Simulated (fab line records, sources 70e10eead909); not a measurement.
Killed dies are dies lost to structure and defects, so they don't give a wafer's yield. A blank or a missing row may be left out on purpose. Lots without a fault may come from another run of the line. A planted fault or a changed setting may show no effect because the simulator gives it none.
Which tool did it? | flow nand_harc | 13 lots, 39 wafers sampled, at 4 steps of a route of 1302

WHAT THE GAUGES READ, wafer by wafer
NHARC_P_ZERO_WELL_CD_MEAS_24: target cd 720 nm.
lot  | measured     | on        | cd_nm (nm)
L951 | day 1 22:27  | cd_sem-02 | 720.6 721.0 720.3
L952 | day 2 08:20  | cd_sem-01 | 720.1 722.5 722.3
L953 | day 2 18:43  | cd_sem-01 | 719.6 720.2 722.5
L954 | day 3 04:28  | cd_sem-03 | 718.6 719.0 720.2
L955 | day 3 14:31  | cd_sem-02 | 718.3 719.5 720.8
L956 | day 4 00:31  | cd_sem-02 | 722.4 721.6 726.4
L957 | day 4 10:35  | cd_sem-03 | 718.7 713.8 721.8
L959 | day 5 06:37  | cd_sem-01 | 722.2 722.8 723.0
L968 | day 9 00:31  | cd_sem-02 | 721.1 720.0 718.2
L969 | day 9 10:29  | cd_sem-03 | 725.4 720.4 722.6
L970 | day 9 23:16  | cd_sem-02 | 719.7 720.6 722.4
L971 | day 10 06:28 | cd_sem-03 | 720.5 722.7 720.1
L974 | day 11 13:28 | cd_sem-01 | 717.6 719.4 718.6

NHARC_P_STI_INSPECT_11.
lot  | measured     | on                | raw_defect_count
L951 | day 3 03:04  | defect_inspect-01 | 5 11 4
L952 | day 3 08:11  | defect_inspect-01 | 9 4 6
L953 | day 3 17:36  | defect_inspect-02 | 7 3 3
L954 | day 4 03:00  | defect_inspect-01 | 6 3 7
L955 | day 4 13:26  | defect_inspect-02 | 3 5 8
L956 | day 4 23:57  | defect_inspect-02 | 6 3 6
L957 | day 5 09:27  | defect_inspect-02 | 5 6 4
L959 | day 6 04:14  | defect_inspect-02 | 14 6 6
L968 | day 10 01:53 | defect_inspect-01 | 4 3 3
L969 | day 10 10:51 | defect_inspect-02 | 9 11 7
L970 | day 10 21:46 | defect_inspect-02 | 9 8 1
L971 | day 11 05:04 | defect_inspect-01 | 4 5 3
L974 | day 12 10:30 | defect_inspect-02 | 2 2 4

WHICH TOOL RAN EACH LOT (tool, then ch and the chambers of the sampled wafers, then the start)
lot  | NHARC_P_ZERO_WELL_ETCH_65          | NHARC_P_ZERO_WELL_IMPLANT_40
L951 | rie_diel-05 ch 0,2,3, day 1 21:22  | implanter-01 ch 0, day 2 00:19
L952 | rie_diel-09 ch 0,1, day 2 07:21    | implanter-02 ch 0, day 2 10:19
L953 | rie_diel-09 ch 0,1,3, day 2 17:37  | implanter-01 ch 0, day 2 20:49
L954 | rie_diel-12 ch 2,3, day 3 03:22    | implanter-01 ch 0, day 3 08:13
L955 | rie_diel-12 ch 0,2,3, day 3 13:30  | implanter-02 ch 0, day 3 16:29
L956 | rie_diel-09 ch 0,1,2, day 3 23:32  | implanter-01 ch 0, day 4 02:26
L957 | rie_diel-05 ch 0,1, day 4 09:29    | implanter-01 ch 0, day 4 12:43
L959 | rie_diel-05 ch 1,2,3, day 5 05:31  | implanter-02 ch 0, day 5 08:40
L968 | rie_diel-09 ch 1,3, day 8 23:24    | implanter-01 ch 0, day 9 04:08
L969 | rie_diel-09 ch 1,2,3, day 9 09:29  | implanter-02 ch 0, day 9 13:09
L970 | rie_diel-05 ch 0,1, day 9 19:31    | implanter-02 ch 0, day 10 01:08
L971 | rie_diel-12 ch 0,1,2, day 10 05:28 | implanter-01 ch 0, day 10 08:19
L974 | rie_diel-09 ch 0,3, day 11 11:38   | implanter-01 ch 0, day 11 15:24
- NHARC_P_ZERO_WELL_ETCH_65: etches the open film in N2/H2, target depth 80 nm, overetch 24 nm, time 87.88 s.
- NHARC_P_ZERO_WELL_IMPLANT_40

WHAT THE TOOLS THEMSELVES READ (means of the sampled wafers that have a number; where no wafer has one, the mark that the record gives instead)
NHARC_P_ZERO_WELL_ETCH_65.
lot  | tool        | drypump_motor_current_A (A) | h2_flow_sccm (sccm) | oes_product_au (a.u.) | rf_vpp_V (V) | showerhead_plenum_p_Torr (Torr) | throttle_valve_pct (%)
L951 | rie_diel-05 | 5.8                         | 149.5               | 1.005                 | 431          | 2.06                            | 14.176
L952 | rie_diel-09 | 6.1                         | 150.1               | 0.996                 | 433          | 2.13                            | 14.169
L953 | rie_diel-09 | 6.0                         | 149.8               | 0.984                 | 432          | 2.10                            | 14.180
L954 | rie_diel-12 | 5.2                         | 149.9               | 1.016                 | 430          | 2.02                            | 14.175
L955 | rie_diel-12 | 5.6                         | 149.7               | 1.007                 | 432          | 2.10                            | 14.173
L956 | rie_diel-09 | 6.1                         | 150.1               | 0.991                 | 431          | 2.02                            | 14.165
L957 | rie_diel-05 | 5.4                         | 149.8               | 1.010                 | 432          | 2.07                            | 14.166
L959 | rie_diel-05 | 5.8                         | 150.5               | 1.009                 | 430          | 2.01                            | 14.165
L968 | rie_diel-09 | 5.9                         | 149.4               | 0.984                 | 434          | 2.12                            | 14.172
L969 | rie_diel-09 | 6.0                         | 149.7               | 0.982                 | 434          | 2.16                            | 14.174
L970 | rie_diel-05 | 5.4                         | 150.0               | 1.016                 | 431          | 2.06                            | 14.179
L971 | rie_diel-12 | 5.7                         | 150.2               | 0.994                 | 431          | 2.06                            | 14.178
L974 | rie_diel-09 | 5.9                         | 149.7               | 0.983                 | 429          | 2.00                            | 14.171

NHARC_P_ZERO_WELL_IMPLANT_40.
lot  | tool         | dose_ions_cm2 | faraday_current_uA
L951 | implanter-01 | 9.991e+12     | 128.1
L952 | implanter-02 | 1.000e+13     | 125.9
L953 | implanter-01 | 9.987e+12     | 126.3
L954 | implanter-01 | 9.997e+12     | 125.6
L955 | implanter-02 | 1.001e+13     | 127.9
L956 | implanter-01 | 1.001e+13     | 125.0
L957 | implanter-01 | 1.001e+13     | 126.5
L959 | implanter-02 | 1.001e+13     | 128.3
L968 | implanter-01 | 1.001e+13     | 127.4
L969 | implanter-02 | 7.139e+12     | 91.3
L970 | implanter-02 | 7.153e+12     | 90.4
L971 | implanter-01 | 1.001e+13     | 125.4
L974 | implanter-01 | 1.001e+13     | 129.3

THE ANSWER, worked out from the rows above alone
Rule: what is usual is taken from the lots themselves. Put in order of their means at a reading, lots are off if they are a third of the lots or fewer, leave a main group of 4 or more, and stand apart from it by a gap of 3 or more times the standard deviation of the main group's means; of several such gaps the widest counts. A main group whose means are all the same, to the digits that the tables above print for the reading, isn't used. A lot without any number at a reading at which 4 lots or more have one is off too. The other lots that the step has rows for count as sound. The gauges are gone through in route order, then the tools' own readings, and for those a lot's mean is taken as printed above. The first step at which some lot is off is used, and at that step the reading that is off furthest; a lot without a number counts as furthest.
Off: L969, L970, at NHARC_P_ZERO_WELL_IMPLANT_40 (dose_ions_cm2). The main group: mean 1.000e+13, standard deviation 8.4e+09.
A tool fits if, at that step or a process step before it, it ran every lot that is off, and no sound lot after the first of them. One fits: implanter-02 at NHARC_P_ZERO_WELL_IMPLANT_40. Its last sound lot is L959 (day 5 08:40), its first lot that is off L969 (day 9 13:09): a fault that began between those two fits.
The tool's own readings at NHARC_P_ZERO_WELL_IMPLANT_40 bear it out: on the lots that are off they differ by more than 5 times the standard deviation of the sound lots' means. dose_ions_cm2 reads 7.146e+12 there against 1.000e+13 on the sound lots; faraday_current_uA reads 90.8 there against 126.9 on the sound lots.

WHAT THE SIMULATOR HAD PUT IN
Process parameter drift: implanter-02, from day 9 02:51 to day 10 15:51, at NHARC_P_ZERO_WELL_IMPLANT_40. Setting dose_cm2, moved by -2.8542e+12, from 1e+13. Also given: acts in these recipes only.
Lots struck among those shown: L969, L970. The rule above found the same.
